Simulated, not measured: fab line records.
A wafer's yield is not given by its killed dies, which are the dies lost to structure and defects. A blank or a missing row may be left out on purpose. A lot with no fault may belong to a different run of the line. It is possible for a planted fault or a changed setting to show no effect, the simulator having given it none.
fab line records	flow n5Finfet
[record] lots = 8	wafers = 22	lastDay = 17
route steps=1938 shown FIN_SAQP@100 FIN_CUT@165 BEOL_M4@1111 PASSIVATION@1936
lots that met no fault: from a run of the same line without faults
startH: hours from the record's first day to the start of the lot's first wafer shown	waitH: time in hours since the lot's previous step	" as in the row above	L1.1+2: a row that stands for several wafers	- either no value or no given start	* or withheld: withheld	< > ~ a bound
route shown NAME@n: a module of which the file shows steps, and the number in the route of the first	usual: mean/standard deviation taken from wafers without a fault	same: alike in all rows	chamber/n: place in a boat	sites: each site's reading	_std_site: the standard deviation of these	_edge_site: outer sites' mean less inner sites'	radiusMm: how far each site lies from the wafer's centre	mask NAME#n: copy n	behind: the tool/chamber that last shaped the wafer	hold: what put the lot on hold/how long, in hours/how the hold closed	device: the transistor (n, p or np) that didn't switch	end of line: tests run on the same wafers once the route is complete	for a step that has no rows: nothing shown but its recipe	killed: dies lost to structure and defects at the first sort, not the wafer's yield	map: dies across one wafer; x = killed, . = not, _ = none there
set.NAME: the setting the step ran with; set.NAME@STEP: the setting that earlier step ran with	model.NAME: the simulator's own value behind a step, which no gauge read
a sample of lots followed through the steps of the route, with each step as a table and each wafer as a row
services: when a tool's chamber went out of use (startH, in hours from the record's first day, below 0 if earlier), for how many hours, and the reason
[[steps]]
[step N5_FIN_SAQP_PECVD_06]
[recipe] material = a-Si	targetThkA = 600	tempC = 400	precursor = SiH4/He	pressureTorr = 3	rfW = 100	timeS = 48.1
[usual] heaterPowerW = 835/80	showerheadPlenumPTorr = 5.63/0.057	throttleValvePct = 17.9/0.79
lot.wafer	tool	chamber	startH	waitH	heaterPowerW	showerheadPlenumPTorr	sinceWetCleanH	throttleValvePct
L925.3	pecvd-03	0	51.60	0.0	884	5.57	755	18.3
L925.4	"	2	"	"	788	5.70	-	16.5
L925.5	"	0	"	"	866	5.56	-	17.6
L926.3	pecvd-01	0	57.70	0.0	745	5.65	580	17.3
L926.4	"	0	"	"	733	5.65	-	17.1
L930.1	pecvd-01	1	80.92	0.0	720	5.56	1329	19.3
L930.2	"	0	"	"	757	5.64	604	17.0
L930.4	"	2	"	"	848	5.65	-	17.6
L932.1	pecvd-01	0	93.28	0.0	703	5.65	616	17.1
L932.3	"	2	"	"	858	5.67	2066	17.3
L932.4	"	0	"	"	721	5.64	-	17.2
L933.3	pecvd-02	1	100.96	0.0	789	5.69	-	18.4
L933.5	"	1	"	"	827	5.69	-	18.2
L933.6	"	0	"	"	899	5.66	-	18.7
L934.3	pecvd-01	0	106.16	0.0	720	5.64	629	17.4
L934.5	"	0	"	"	713	5.66	-	17.3
L934.6	"	1	"	"	734	5.55	-	19.1
L935.3	pecvd-02	1	113.11	0.0	896	5.71	-	18.0
L935.5	"	2	"	"	1006	5.71	-	17.0
L935.6	"	1	"	"	903	5.70	-	18.4
L940.1	pecvd-02	2	141.30	0.0	975	5.70	271	17.1
L940.2	"	0	"	"	1004	5.67	1026	18.6
[step N5_FIN_SAQP_MANDREL1_REMOVE_56]
[recipe] chemistry = HBr/Cl2/O2	btTimeS = 10	target = a-Si	stopOn = SiNx	endpoint = OES-SiCl	overEtchFrac = 1	icpW = 600	biasW = 22	HBr_flow_sccm = 150	Cl2_flow_sccm = 80	O2_flow_sccm = 5	pressureMtorr = 10
[usual] biasW = 21.99/0.064	drypumpMotorCurrentA = 5.6/0.41	mfcCl2Sccm = 79.98/0.22	oesProductAu = 1.000/0.02	throttleValvePct = 36.7/0.45
lot.wafer	tool	chamber	startH	waitH	biasW	drypumpMotorCurrentA	mfcCl2Sccm	oesProductAu	rfHoursCounterH	throttleValvePct
L925.3	rieSi-05	3	54.20	0.1	21.94	5.4	80.24	0.993	69	37.1
L925.4	"	1	"	"	21.99	6.0	80.06	1.016	180	36.3
L925.5	"	3	"	"	21.90	5.4	79.82	0.991	-	37.2
L926.3	rieSi-05	3	60.30	0.1	21.96	5.4	79.81	0.990	69	37.1
L926.4	"	1	"	"	22.02	6.0	79.96	1.005	180	36.3
L930.1	rieSi-06	2	83.75	0.1	22.05	5.5	79.80	1.008	6	36.2
L930.2	"	1	"	"	21.99	5.5	80.42	0.964	54	37.1
L930.4	"	0	"	"	21.95	5.0	79.92	1.011	191	36.9
L932.1	rieSi-06	3	96.21	0.1	21.98	5.6	79.91	1.022	124	35.9
L932.3	"	0	"	"	22.10	5.0	80.12	1.009	191	36.9
L932.4	"	1	"	"	22.05	5.5	80.01	0.961	54	37.1
L933.3	rieSi-05	2	103.50	0.1	22.03	5.8	80.21	1.016	107	36.7
L933.5	"	2	"	"	21.98	5.8	80.48	1.017	-	36.7
L933.6	"	3	"	"	21.89	5.4	80.17	0.979	-	37.1
L934.3	rieSi-02	2	110.52	0.1	22.03	5.2	79.81	0.979	134	36.3
L934.5	"	1	"	"	21.94	5.2	80.34	1.002	-	36.6
L934.6	"	0	"	"	22.07	5.3	79.91	1.019	-	36.9
L935.3	rieSi-06	1	118.49	0.1	22.02	5.5	79.94	0.958	54	37.1
L935.5	"	0	"	"	21.98	5.0	79.87	1.014	-	36.9
L935.6	"	1	"	"	21.98	5.5	80.11	0.954	-	37.1
L940.1	rieSi-05	2	144.16	0.1	21.98	5.8	79.76	1.017	108	36.7
L940.2	"	0	"	"	21.93	6.4	80.24	0.993	155	37.3
[step N5_FIN_SAQP_ETCH_57]
[recipe] chemistry = CH3F/O2	target = SiNx	maskMaterial = SiO2	targetDepthA = 325	timeS = 46.4	pressureMtorr = 30	sourceW = 395	biasW = 73	Ar_flow_sccm = 150	CH3F_flow_sccm = 30	O2_flow_sccm = 20	ionEnergyEv = 120	ends = cleared
[usual] biasW = 73.04/0.24	drypumpMotorCurrentA = 5.7/0.31	etchRfOnTimeS = 46.2/1.7	oes_ar_750_au = 0.79/0.086	oesProductAu = 0.68/0.076	rfVppV = 302/11	showerheadPlenumPTorr = 2.03/0.068	throttleValvePct = 16.32/0.24
lot.wafer	tool	chamber	startH	waitH	biasW	drypumpMotorCurrentA	etchRfOnTimeS	oes_ar_750_au	oesProductAu	rfHoursCounterH	rfVppV	showerheadPlenumPTorr	throttleValvePct
L925.3	rieDiel-03	2	54.36	0.0	73.00	6.1	46.6	0.93	0.78	18	305	2.15	16.72
L925.4	"	0	"	"	73.06	5.6	45.8	0.69	0.60	215	305	2.06	16.49
L925.5	"	1	"	"	73.38	6.0	46.2	0.69	0.59	-	309	1.97	16.74
L926.3	rieDiel-03	2	60.46	0.0	73.10	6.1	45.5	0.93	0.78	20	306	2.15	16.71
L926.4	"	0	"	"	72.91	5.7	44.7	0.68	0.60	216	306	2.06	16.50
L930.1	rieDiel-05	0	83.91	0.0	73.26	5.6	46.4	0.75	0.62	188	291	2.01	16.28
L930.2	"	3	"	"	73.04	5.8	43.2	0.80	0.70	133	312	2.00	16.48
L930.4	"	3	"	"	73.31	5.8	44.6	0.80	0.70	-	312	2.01	16.45
L932.1	rieDiel-03	3	96.50	0.2	73.15	5.3	46.5	0.89	0.76	28	294	2.03	16.07
L932.3	"	2	"	"	72.92	6.1	46.0	0.91	0.75	32	304	2.15	16.73
L932.4	"	2	"	"	72.96	6.1	47.2	0.91	0.75	-	305	2.15	16.73
L933.3	rieDiel-05	3	103.66	0.0	72.72	5.9	42.9	0.79	0.70	140	310	2.00	16.49
L933.5	"	3	"	"	72.62	5.9	44.0	0.79	0.70	-	312	2.00	16.49
L933.6	"	0	"	"	72.93	5.6	48.3	0.74	0.62	-	289	2.01	16.30
L934.3	rieDiel-03	0	110.87	0.2	73.05	5.7	45.4	0.68	0.59	236	306	2.06	16.54
L934.5	"	0	"	"	72.88	5.7	45.6	0.68	0.59	-	306	2.06	16.56
L934.6	"	2	"	"	73.03	6.2	47.2	0.89	0.74	-	305	2.14	16.74
L935.3	rieDiel-05	3	118.68	0.1	73.01	5.8	44.8	0.78	0.68	147	312	2.00	16.50
L935.5	"	0	"	"	73.19	5.6	47.2	0.73	0.61	-	291	2.00	16.32
L935.6	"	1	"	"	73.41	5.3	45.5	0.79	0.71	-	321	2.11	16.11
L940.1	rieDiel-03	1	144.57	0.3	73.25	5.9	45.4	0.96	0.83	13	310	1.96	16.30
L940.2	"	2	"	"	73.48	6.2	47.4	0.87	0.72	56	304	2.14	16.78
[step N5_FIN_SAQP_CD_MEAS_37]
[recipe] targetCdNm = 8	polarity = line
[usual] cdNm = 8.09/0.26
lot.wafer	tool	chamber	startH	waitH	cdNm
L925.3	cdSem-02	-	56.54	0.1	8.06
L925.4	"	-	"	"	8.14
L925.5	"	-	"	"	8.14
L926.3	cdSem-03	-	63.38	0.1	7.81
L926.4	"	-	"	"	8.19
L930.1	cdSem-02	-	85.86	0.1	8.21
L930.2	"	-	"	"	7.91
L930.4	"	-	"	"	8.32
L932.1	cdSem-01	-	98.46	0.1	7.93
L932.3	"	-	"	"	7.54
L932.4	"	-	"	"	7.80
L933.3	cdSem-01	-	105.94	0.1	8.11
L933.5	"	-	"	"	8.24
L933.6	"	-	"	"	8.13
L934.3	cdSem-02	-	113.78	0.1	8.29
L934.5	"	-	"	"	8.38
L934.6	"	-	"	"	8.19
L935.3	cdSem-03	-	120.81	0.1	8.16
L935.5	"	-	"	"	8.14
L935.6	"	-	"	"	7.63
L940.1	cdSem-02	-	146.59	0.1	8.09
L940.2	"	-	"	"	8.07
[step N5_FIN_SAQP_INSPECT_40]
[recipe] inspectInstrument = brightfield	mode = aei
[usual] rawDefectCount = 233/71
lot.wafer	tool	chamber	startH	waitH	rawDefectCount
L925.3	defectInspect-02	-	56.66	0.0	224
L925.4	"	-	"	"	193
L925.5	"	-	"	"	132
L926.3	defectInspect-01	-	63.50	0.0	247
L926.4	"	-	"	"	222
L930.1	defectInspect-01	-	85.99	0.0	164
L930.2	"	-	"	"	402
L930.4	"	-	"	"	237
L932.1	defectInspect-01	-	98.60	0.0	543
L932.3	"	-	"	"	235
L932.4	"	-	"	"	533
L933.3	defectInspect-02	-	106.06	0.0	524
L933.5	"	-	"	"	324
L933.6	"	-	"	"	213
L934.3	defectInspect-01	-	113.90	0.0	442
L934.5	"	-	"	"	495
L934.6	"	-	"	"	133
L935.3	defectInspect-02	-	120.94	0.0	175
L935.5	"	-	"	"	184
L935.6	"	-	"	"	233
L940.1	defectInspect-01	-	146.72	0.0	134
L940.2	"	-	"	"	192
[step N5_FIN_CUT_INSPECT_10]
[recipe] mode = adi	inspectInstrument = brightfield
[usual] rawDefectCount = 42/12
lot.wafer	tool	chamber	startH	waitH	rawDefectCount
L925.3	defectInspect-01	-	57.18	0.0	40
L925.4	"	-	"	"	35
L925.5	"	-	"	"	21
L926.3	defectInspect-02	-	64.02	0.0	59
L926.4	"	-	"	"	39
L930.1	defectInspect-02	-	86.51	0.1	33
L930.2	"	-	"	"	78
L930.4	"	-	"	"	46
L932.1	defectInspect-01	-	98.99	0.1	311
L932.3	"	-	"	"	41
L932.4	"	-	"	"	320
L933.3	defectInspect-02	-	106.46	0.0	86
L933.5	"	-	"	"	63
L933.6	"	-	"	"	48
L934.3	defectInspect-02	-	114.42	0.0	315
L934.5	"	-	"	"	305
L934.6	"	-	"	"	37
L935.3	defectInspect-01	-	121.45	0.0	31
L935.5	"	-	"	"	27
L935.6	"	-	"	"	39
L940.1	defectInspect-02	-	147.11	0.1	23
L940.2	"	-	"	"	39
[step N5_FIN_CUT_INSPECT_17]
[recipe] inspectInstrument = brightfield	mode = aei
[usual] rawDefectCount = 237/71
lot.wafer	tool	chamber	startH	waitH	rawDefectCount
L925.3	defectInspect-01	-	58.15	0.0	212
L925.4	"	-	"	"	170
L925.5	"	-	"	"	118
L926.3	defectInspect-01	-	64.96	0.0	256
L926.4	"	-	"	"	229
L930.1	defectInspect-01	-	87.45	0.0	165
L930.2	"	-	"	"	414
L930.4	"	-	"	"	230
L932.1	defectInspect-01	-	100.06	0.0	536
L932.3	"	-	"	"	235
L932.4	"	-	"	"	538
L933.3	defectInspect-01	-	107.41	0.0	490
L933.5	"	-	"	"	289
L933.6	"	-	"	"	207
L934.3	defectInspect-02	-	115.38	0.0	439
L934.5	"	-	"	"	515
L934.6	"	-	"	"	145
L935.3	defectInspect-02	-	122.86	0.0	182
L935.5	"	-	"	"	187
L935.6	"	-	"	"	234
L940.1	defectInspect-02	-	148.32	0.0	149
L940.2	"	-	"	"	209
[step N5_BEOL_M4_RC_MEAS_101]
[usual] DIBL_N = 36.2/2.4	DIBL_P = 36.2/2.6	IOFF_N = 0.16/0.045	IOFF_P = 0.21/0.046	ION_N = 674/17	ION_P = 463/11	SS_N = 71.5/0.77	SS_P = 73.1/0.76	VT_N = 250/3.9	VT_P = -250/3.9
lot.wafer	tool	chamber	startH	waitH	DIBL_N[mV/V]	DIBL_P[mV/V]	IOFF_N[nA/um]	IOFF_P[nA/um]	ION_N[uA/um]	ION_P[uA/um]	SS_N[mV/dec]	SS_P[mV/dec]	VT_N[mV]	VT_P[mV]
L925.3	prober-01	0	188.56	0.3	35.7	35.2	0.16	0.19	665	452	71.9	72.6	251	-254
L925.4	"	0	"	"	33.3	34.2	0.12	0.17	652	453	70.8	72.6	254	-253
L925.5	"	0	"	"	34.0	35.0	0.12	0.19	651	457	70.7	72.9	256	-251
L926.3	prober-02	0	238.88	0.3	36.6	37.4	0.16	0.21	689	469	71.8	73.1	249	-250
L926.4	"	0	"	"	36.7	37.1	0.17	0.20	683	461	71.7	73.0	249	-253
L930.1	prober-02	0	245.65	0.0	34.9	35.3	0.14	0.21	678	467	71.3	72.5	250	-248
L930.2	"	0	"	"	37.4	36.0	0.19	0.22	669	460	72.6	73.1	248	-251
L930.4	"	0	"	"	36.3	35.8	0.16	0.22	669	461	71.0	73.3	248	-249
L932.1	prober-01	0	249.60	0.0	37.6	36.0	0.17	0.26	671	466	71.2	73.7	250	-246
L932.3	"	0	"	"	31.5	28.5	0.09	0.14	648	451	69.6	72.5	254	-254
L932.4	"	0	"	"	36.7	34.3	0.17	0.23	681	471	71.2	73.0	246	-243
L933.3	prober-01	0	251.77	0.3	36.1	35.5	0.16	0.25	674	467	72.1	73.8	249	-247
L933.5	"	0	"	"	36.9	35.6	0.19	0.24	676	466	72.6	73.7	245	-247
L933.6	"	0	"	"	35.0	33.6	0.14	0.21	681	476	71.0	73.0	251	-251
L934.3	prober-01	0	254.58	0.3	39.9	39.5	0.23	0.33	676	469	73.1	74.4	246	-244
L934.5	"	0	"	"	36.7	35.6	0.16	0.24	674	469	71.7	73.7	250	-247
L934.6	"	0	"	"	36.6	35.2	0.16	0.24	696	476	71.7	73.8	250	-246
L935.3	prober-01	0	257.52	0.3	35.7	38.0	0.18	0.21	688	468	71.6	73.2	247	-251
L935.5	"	0	"	"	34.6	36.0	0.16	0.18	691	468	71.2	72.8	248	-252
L935.6	"	0	"	"	36.0	37.9	0.16	0.20	665	458	71.8	73.8	250	-252
L940.1	prober-02	0	294.34	0.0	37.1	36.7	0.18	0.21	680	467	72.7	73.1	248	-250
L940.2	"	0	"	"	35.6	35.6	0.15	0.20	657	448	71.6	73.5	252	-252
[step N5_PASSIVATION_PROBE_49]
[usual] defectLimitedYield = 91.2/1.4	killed_at_M0_to_M3 = 33/9.5	killed_at_M4_up = 13/4.7	killedAtContacts = 11/5.3	killedAtFrontEnd = 42/12	killedAtOther = 5/3.3	killedDies = 104/17	killedOnRim = 14/4	killedOpen = 67/12	killedShort = 33/7.7	sort_bin_5_function = 5.1/0.94	sort_bin_6_memory = 3.3/0.67	sort_bin_8_speed = 0.1/1.3	sortNPass = 1074/24	sortYieldPct = 91.1/2
[same] grossDies = 1180	killedAtBackSide = 0	sort_bin_4_leakage[%] = 0
lot.wafer	tool	chamber	startH	waitH	defectLimitedYield[%]	killed_at_M0_to_M3	killed_at_M4_up	killedAtContacts	killedAtFrontEnd	killedAtOther	killedDies	killedOnRim	killedOpen	killedShort	sort_bin_5_function[%]	sort_bin_6_memory[%]	sort_bin_8_speed[%]	sortNPass	sortYieldPct[%]
L932.1	prober-02	-	370.59	0.0	87.1	26	9	17	96	4	152	22	58	26	8.1	3.7	0	1028	87.1
L932.3	prober-02	-	370.69	0.1	90.0	28	18	23	47	2	118	16	72	44	6.3	3.4	0.2	1060	89.8
L932.4	prober-02	-	370.74	0.2	85.0	20	9	21	125	2	177	28	69	45	9.0	4.5	0	1003	85.0
L934.3	prober-01	-	376.74	0.1	84.3	54	21	10	100	0	185	30	78	47	10.6	4.1	0	995	84.3
L934.5	prober-01	-	376.84	0.2	86.1	37	20	14	91	2	164	23	68	35	9.7	2.9	0	1016	86.1
L934.6	prober-01	-	376.89	0.3	91.9	43	20	8	23	2	96	17	62	27	3.9	3.3	0	1084	91.9
L933.3	prober-01	-	379.48	1.4	88.4	29	15	6	82	5	137	22	77	59	7.5	3.6	0	1043	88.4
L933.5	prober-01	-	379.58	1.5	91.5	23	14	6	55	2	100	15	62	35	6.1	2.1	0	1080	91.5
L933.6	prober-01	-	379.63	1.6	87.8	37	16	12	68	11	144	21	87	57	7.4	4.4	0	1036	87.8
// killed by level:class
L932.1 FIN_SAQP:unspecified=63 MOL_CONTACT_COAG:geometricParticle:open=14 FIN_SAQP:geometricParticle:short=10 FIN_SAQP:geometricParticle:open=9 BEOL_M0_SAQP:geometricParticle:open=7 BEOL_M2:geometricParticle:open=6 BEOL_M3:geometricParticle:open=5 BEOL_M5:geometricParticle:open=5
L932.3 FIN_SAQP:geometricParticle:short=13 MOL_CONTACT_COAG:geometricParticle:open=12 MOL_CONTACT_COAG:geometricParticle:short=11 FIN_SAQP:geometricParticle:open=10 STI_FIN_REVEAL:geometricParticle:open=9 BEOL_M0_SAQP:geometricParticle:open=7 BEOL_M4:geometricParticle:open=7 BEOL_M0_SAQP:geometricParticle:short=6
L932.4 FIN_SAQP:unspecified=61 MOL_CONTACT_COAG:geometricParticle:open=17 FIN_SAQP:geometricParticle:short=16 FIN_SAQP:geometricParticle:open=16 GATE_CUT:geometricParticle:short=8 DUMMY_GATE:geometricParticle:short=7 GATE_CUT:geometricParticle:open=6 BEOL_M3:geometricParticle:open=6
L934.3 FIN_SAQP:unspecified=60 BEOL_M0_SAQP:geometricParticle:short=15 BEOL_M0:geometricParticle:open=11 BEOL_M4:geometricParticle:open=11 BEOL_M1:geometricParticle:open=10 MOL_CONTACT_COAG:geometricParticle:open=10 ILD0:geometricParticle:short=9 BEOL_M2:geometricParticle:open=7
L934.5 FIN_SAQP:unspecified=60 MOL_CONTACT_COAG:geometricParticle:open=12 ILD0:geometricParticle:short=9 BEOL_M0_SAQP:geometricParticle:open=9 BEOL_M0_SAQP:geometricParticle:short=7 BEOL_M2:geometricParticle:open=7 FIN_SAQP:geometricParticle:short=6 BEOL_M5:geometricParticle:open=6
L934.6 BEOL_M0_SAQP:geometricParticle:short=11 BEOL_M4:geometricParticle:open=10 BEOL_M0_SAQP:geometricParticle:open=9 MOL_CONTACT_COAG:geometricParticle:open=7 BEOL_M1:geometricParticle:open=7 BEOL_M2:geometricParticle:open=6 HKMG_FIN:areaEtch=5 STI_FIN_REVEAL:geometricParticle:open=4
L933.3 FIN_SAQP:geometricParticle:open=23 FIN_SAQP:geometricParticle:short=23 DUMMY_GATE:geometricParticle:open=9 ILD0:geometricParticle:open=6 STI_FIN_REVEAL:geometricParticle:open=5 BEOL_M1:geometricParticle:short=5 BEOL_M0_SAQP:geometricParticle:short=5 BEOL_M2:geometricParticle:open=5
L933.5 STI_FIN_REVEAL:geometricParticle:open=12 FIN_SAQP:geometricParticle:short=11 FIN_SAQP:geometricParticle:open=9 STI_FIN_REVEAL:geometricParticle:short=7 DUMMY_GATE:geometricParticle:open=6 BEOL_M0_SAQP:geometricParticle:short=5 BEOL_M0_SAQP:geometricParticle:open=5 BEOL_M2:geometricParticle:open=5
L933.6 FIN_SAQP:geometricParticle:open=19 FIN_SAQP:geometricParticle:short=14 STI_FIN_REVEAL:geometricParticle:open=9 BEOL_M1:geometricParticle:open=8 BEOL_M4:geometricParticle:open=8 MOL_CONTACT_COAG:geometricParticle:open=7 STARTING-WAFER:geometricParticle:short=6 BEOL_M0_SAQP:geometricParticle:short=6
[[services]]
tool	chamber	startH	hours	kind
rieDiel-03	1	29.95	4.0	repair
pecvd-02	1	32.37	2.1	scheduledDown
pecvd-01	-	68.08	1.0	repair
rieDiel-05	2	71.65	3.2	repair
rieDiel-05	1	71.87	4.6	repair
rieDiel-05	2	77.21	-	clean
rieDiel-05	2	77.21	-	consumableReplace:focusRing
rieDiel-05	2	77.21	19.9	scheduledDown
rieDiel-05	2	77.21	19.9	ventCycle
rieDiel-03	1	92.52	-	clean
rieDiel-03	1	92.52	-	consumableReplace:focusRing
rieDiel-03	1	92.52	24.2	scheduledDown
rieDiel-03	1	92.52	24.2	ventCycle
pecvd-03	2	96.59	2.1	scheduledDown
pecvd-02	2	100.44	5.0	scheduledDown
pecvd-02	0	107.86	6.9	repair
rieDiel-05	2	126.24	11.1	repair
rieSi-06	-	127.21	2.8	pm
rieSi-06	3	130.57	2.3	repair
rieDiel-03	0	141.00	-	clean
rieDiel-03	0	141.00	-	consumableReplace:focusRing
rieDiel-03	0	141.00	21.1	scheduledDown
rieDiel-03	0	141.00	21.1	ventCycle
rieSi-02	-	141.58	14.6	pm
[[key]]
[firstSign] step = N5_FIN_SAQP_INSPECT_40	reading = rawDefectCount	direction = up	sigmas = 3.8	usual = 233	struck = 503
[effect] step = N5_FIN_CUT_INSPECT_10	reading = rawDefectCount	direction = up	sigmas = 22	usual = 42	struck = 313
[effect] step = N5_FIN_CUT_INSPECT_17	reading = rawDefectCount	direction = up	sigmas = 3.8	usual = 237	struck = 507
[effect] step = N5_PASSIVATION_PROBE_49	reading = killedAtFrontEnd	direction = up	sigmas = 4.9	usual = 42	struck = 103
[moreKillsBornAt] N5_FIN_SAQP_PECVD_06@pecvd-01 = 244
metAt N5_FIN_SAQP_PECVD_06
struckLots L932,L934
struckWafers L932.1,L932.4,L934.3,L934.5
notActingAt N5_FIN_SAQP_MANDREL1_REMOVE_56,N5_FIN_SAQP_ETCH_57,N5_FIN_SAQP_CD_MEAS_37
onsetBetween 80.92 93.28
[fault] kind = chamberParticleSource	tool = pecvd-01	chamber = 0	onsetH = 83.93	steps = N5_FIN_SAQP_PECVD_06	ratePerVisitCm2 = 0.42918	endH = 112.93
